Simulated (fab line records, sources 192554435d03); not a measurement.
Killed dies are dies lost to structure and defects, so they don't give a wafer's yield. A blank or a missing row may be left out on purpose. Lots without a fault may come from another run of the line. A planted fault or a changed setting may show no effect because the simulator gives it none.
Which tool did it? | flow n5_finfet | 11 lots, 32 wafers sampled, at 1 step of a route of 1938

WHAT THE GAUGES READ, wafer by wafer
N5_BEOL_M15_THK_MEAS_50: measures by xrf.
lot  | measured     | on            | M15_THK (nm)
L234 | day 12 19:28 | film_metro-02 | 813 823 839
L235 | day 12 20:10 | film_metro-02 | 847 833 833
L237 | day 12 22:59 | film_metro-01 | 820 818 836
L236 | day 13 06:11 | film_metro-02 | 815 820 845
L239 | day 13 21:09 | film_metro-01 | 819 839 804
L240 | day 14 04:35 | film_metro-02 | 841 826 845
L246 | day 15 13:49 | film_metro-01 | 849 843 848
L245 | day 15 14:56 | film_metro-02 | 840 848 835
L254 | day 17 17:35 | film_metro-02 | 820 829 821
L255 | day 17 22:49 | film_metro-02 | 818 846
L256 | day 18 06:08 | film_metro-02 | 852 852 833

WHICH TOOL RAN EACH LOT (tool, then ch and the chambers of the sampled wafers, then the start)
The record holds no process step before these readings.

THE ANSWER, worked out from the rows above alone
Rule: what is usual is taken from the lots themselves. Put in order of their means at a reading, lots are off if they are a third of the lots or fewer, leave a main group of 4 or more, and stand apart from it by a gap of 3 or more times the standard deviation of the main group's means; of several such gaps the widest counts. A main group whose means are all the same, to the digits that the tables above print for the reading, isn't used. A lot without any number at a reading at which 4 lots or more have one is off too. The other lots that the step has rows for count as sound.
No lot is off at any reading shown: from this, nothing can be told.

WHAT THE SIMULATOR HAD PUT IN
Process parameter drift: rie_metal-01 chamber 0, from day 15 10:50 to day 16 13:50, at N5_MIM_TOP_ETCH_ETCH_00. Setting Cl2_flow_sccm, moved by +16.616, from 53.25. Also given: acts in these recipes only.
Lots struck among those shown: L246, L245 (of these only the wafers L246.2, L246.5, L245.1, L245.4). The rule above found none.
